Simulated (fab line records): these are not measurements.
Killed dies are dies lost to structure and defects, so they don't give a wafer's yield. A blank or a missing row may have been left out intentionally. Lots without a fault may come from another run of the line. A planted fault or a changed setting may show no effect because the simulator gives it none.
One fault seen from 3 desks || flow nand harc || every desk sees just its own numbers, and what lay behind them comes last

## THE DEFECT DESK
Per lot, the means of the sampled wafers with a number show what the inspections along the route counted. Any lot whose mean is over 4 standard deviations away from the usual mean is out of limits and marked OUT; that distance is given in the brackets.
Columns: A = raw defect count at NHARC_P_M0_INSPECT_27, usual 282
{"lot": "L978", "first seen here": "day 6 06:44", "A": 195}
{"lot": "L979", "first seen here": "day 6 12:43", "A": 243}
{"lot": "L980", "first seen here": "day 6 18:56", "A": 410}
{"lot": "L983", "first seen here": "day 8 03:08", "A": 292}
{"lot": "L985", "first seen here": "day 9 04:54", "A": 196}
{"lot": "L986", "first seen here": "day 10 03:38", "A": 222}
{"lot": "L987", "first seen here": "day 10 03:55", "A": 239}
{"lot": "L989", "first seen here": "day 10 19:40", "A": 276}
{"lot": "L993", "first seen here": "day 12 06:50", "A": 515}
{"lot": "L992", "first seen here": "day 12 09:31", "A": 277}
{"lot": "L100", "first seen here": "day 15 19:27", "A": 282}
This desk's verdict: no lot among the 11 shows anything out of limits.

## THE METROLOGY DESK
What the gauges read, lot by lot, whatever tool the lot ran on: means of the sampled wafers that have a number. Any lot whose mean is over 4 standard deviations away from the usual mean is out of limits and marked OUT; that distance is given in the brackets.
Columns: A = cd nm at NHARC_P_M1_CD_MEAS_09, usual 129.7 nm
{"lot": "L978", "first seen here": "day 6 08:12", "A": 130.5}
{"lot": "L979", "first seen here": "day 6 14:07", "A": 130.2}
{"lot": "L980", "first seen here": "day 6 20:25", "A": 129.0}
{"lot": "L983", "first seen here": "day 8 04:23", "A": 129.2}
{"lot": "L985", "first seen here": "day 9 06:10", "A": 129.8}
{"lot": "L986", "first seen here": "day 10 04:53", "A": 129.6}
{"lot": "L987", "first seen here": "day 10 05:19", "A": 129.5}
{"lot": "L989", "first seen here": "day 10 21:04", "A": 130.3}
{"lot": "L993", "first seen here": "day 12 08:07", "A": 128.1}
{"lot": "L992", "first seen here": "day 12 10:55", "A": 129.9}
{"lot": "L100", "first seen here": "day 15 20:51", "A": 128.5}
This desk's verdict: no lot among the 11 shows anything out of limits.

## AT THE TOOL OWNER'S DESK: arfi scanner-02
The tool's own readings at NHARC_P_M1_EXPOSE_06 (exposes mask P M1, target cd 130 nm): means of the sampled wafers that have a number, for each lot that ran on this tool. Any lot whose mean is over 4 standard deviations away from the usual mean is out of limits and marked OUT; that distance is given in the brackets.
Columns: A = exposure dose mJ cm2 at NHARC_P_M1_EXPOSE_06, usual 81.79
{"lot": "L978", "first seen here": "day 6 08:04", "A": 81.78}
{"lot": "L983", "first seen here": "day 8 04:14", "A": 81.75}
{"lot": "L987", "first seen here": "day 10 05:11", "A": 81.79}
{"lot": "L989", "first seen here": "day 10 20:56", "A": 81.66}
{"lot": "L993", "first seen here": "day 12 07:59", "A": "80.37 (-16) OUT"}
{"lot": "L100", "first seen here": "day 15 20:43", "A": "80.67 (-13) OUT"}
This desk's finding: out of limits on L100, L993; first on L993, day 12 07:59 (exposure dose mJ cm2 at NHARC_P_M1_EXPOSE_06). In limits: L978, L983, L987, L989.

## PUT TOGETHER
At day 12 07:59, on L100, L993, the tool owner's desk was in a position to raise an alarm.
The defect desk saw nothing out of limits.
The metrology desk saw nothing out of limits.
The defect desk has L100, L993 on record, within its limits.
The metrology desk has L100, L993 on record, within its limits.
Of the lots named, all ran NHARC_P_M1_EXPOSE_06 on arfi scanner-02.

## WHAT THE SIMULATOR PUT IN
Drift in process parameters on arfi scanner-02 at NHARC_P_M1_EXPOSE_06, starting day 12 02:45. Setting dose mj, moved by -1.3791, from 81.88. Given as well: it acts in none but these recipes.
Lots struck among those shown: L100, L993.
How many hours passed from the start of the fault until each desk's first out-of-limits reading: the tool owner's desk, 5.
